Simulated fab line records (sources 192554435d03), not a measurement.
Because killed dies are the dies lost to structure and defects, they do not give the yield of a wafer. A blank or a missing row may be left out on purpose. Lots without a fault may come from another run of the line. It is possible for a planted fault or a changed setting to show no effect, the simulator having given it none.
Struck lot and sound lot, side by side ; flow n5Finfet ; 40 out of 1938 route steps
Sound: wafers L491.2, L491.4, L491.5. Struck: wafers L498.2, L498.4 (left out: L498.1, a lot-mate that was not struck); the cause follows at the end.
Each step with rows lists, per side, the tool, then ch with its chambers, then its first start. Under that, the readings that differ: sound wafers ; struck wafers ; difference of the means ; sigmas: that difference in standard deviations of wafers without a fault.
alike: a reading whose means differ by less than 2 such deviations, as well as words and numbers matching on both sides. not compared: withheld readings; readings where some wafer has no value; bounds like >300 that might hide an equal value; numbers whose values overlap and for which the record gives no deviation.
Wherever a step has rows on one side only, a row that says differs or no value, or a row with sigmas, the two part there. When numbers do not overlap yet have no deviation, they are printed without sigmas and do not part them. Lack of a reading on every wafer of one side parts them only where that side has two or more wafers.

first, 9 steps without rows for these wafers: N5_BEOL_M0_CUTY_COAT_50 (time 60 s, resist thk 15 nm); N5_BEOL_M0_CUTY_COAT_51 (resist thk 150 nm); N5_BEOL_M0_CUTY_EBR_52; N5_BEOL_M0_CUTY_SOFTBAKE_53 (time 60 s); N5_BEOL_M0_CUTY_EXPOSE_54 (exposes mask M0 ABLK); N5_BEOL_M0_CUTY_PEB_55 (peb time 60 s); N5_BEOL_M0_CUTY_DEVELOP_56 (develop time 30 s); N5_BEOL_M0_CUTY_DESCUM_61 (chemistry O2, time 7.9 s); N5_BEOL_M0_CUTY_ETCH_62 (etches SiARC in CF4, time 58.5 s).
N5_BEOL_M0_CUTY_ETCH_63: etches SOC in N2/H2, target depth 82.7 nm, overetch 16.5 nm, time 124 s.
  sound on rieDiel-06 ch 2,3, day 6 20:53; struck on rieDiel-03 ch 0,1, day 8 16:58
reading;sound;struck;difference;sigmas
model.etch.depthNm (nm);70.72 70.95 70.74;61.74 60.81;-9.53;
model.SiO2_of_BEOL_M0_SAQP_SPACER2_ALD_26.thkNm (nm);7 7 7;8.4 8.6;+1.5;
  alike: drypumpMotorCurrentA, oesProductAu, rfVppV, showerheadPlenumPTorr, throttleValvePct
  not compared: rfHoursCounterH
then, 28 steps without rows for these wafers: N5_BEOL_M0_CUTY_STRIP_64 (strips in N2/H2); N5_BEOL_M0_ETCH_138 (etches SiCN in CH3F/O2, target depth 12 nm, time 31.6 s); N5_BEOL_M0_HM_OPEN_105 (chemistry Cl2/BCl3, target TiN, target depth 12 nm); N5_BEOL_M0_STRIP_140 (strips in CF4); N5_BEOL_M0_STRIP_104 (strips in N2/H2); N5_BEOL_M0_WET_ETCH_106 (etches SiO2 in DHF, target depth 130 nm, rinse time 30 s); N5_BEOL_M0_ETCH_128 (etches SiCN in CF4/N2, target depth 12 nm, overetch 5.1 nm, time 21.4 s); N5_BEOL_M0_TRENCH_ETCH_107 (etches SiOC in C4F6/O2, target depth 32.8 nm, time 16.4 s); N5_BEOL_M0_STRIP_142 (strips in N2/H2, time 10 s); N5_BEOL_M0_HM_STRIP_129 (strips TiN in peroxide tin strip, target depth 17 nm, time 108 s); N5_BEOL_M0_SRD_130 (time 30 s); N5_BEOL_M0_ETCH_109 (etches SiCN in CH3F/O2, target depth 8 nm, overetch 2.4 nm, time 27.4 s); N5_BEOL_M0_STRIP_139 (strips in post etch residue remover, time 60 s); N5_BEOL_M0_SRD_111 (time 30 s); N5_BEOL_M0_DEGAS_112 (time 60 s); N5_BEOL_M0_PRE_CLEAN_113 (time 30 s); N5_BEOL_M0_ALD_136 (deposits TaN, pulse time 2 s, purge time 3 s, co reactant purge time 2 s); N5_BEOL_M0_SURFACE_TREAT_137; N5_BEOL_M0_CVD_115 (deposits Co from CCTBA/H2, time 120 s); N5_BEOL_M0_SPUTTER_116 (material Cu, target thk 4 nm, time 7.37 s); N5_BEOL_M0_ANNEAL_117 (time 60 s); N5_BEOL_M0_SPUTTER_132 (material Cu, target thk 4 nm, time 7.37 s); N5_BEOL_M0_ANNEAL_133 (time 60 s); N5_BEOL_M0_SPUTTER_134 (material Cu, target thk 4 nm, time 7.37 s); N5_BEOL_M0_ANNEAL_135 (time 60 s); N5_BEOL_M0_SPUTTER_141 (material Cu, target thk 4 nm, time 7.37 s); N5_BEOL_M0_ECD_118 (material Cu, target thk 300 nm); N5_BEOL_M0_ANNEAL_119 (time 90 s).
N5_BEOL_M4_RC_MEAS_101:
  the record has rows for the sound wafers here (prober-02 ch 0, day 10 16:28) and none for the struck ones
-- here the record skips 8 days between the struck wafers' starts before and after, leaving off in module BEOL_M4 and picking up in module PASSIVATION (first step shown: number 1936 of the route) --
N5_PASSIVATION_PROBE_49:
  the record has rows for the struck wafers here (prober-01, day 16 17:58) and none for the sound ones

WHERE THEY PART
First at N5_BEOL_M4_RC_MEAS_101; last, within this record, at N5_PASSIVATION_PROBE_49.

WHY: what the simulator had put in
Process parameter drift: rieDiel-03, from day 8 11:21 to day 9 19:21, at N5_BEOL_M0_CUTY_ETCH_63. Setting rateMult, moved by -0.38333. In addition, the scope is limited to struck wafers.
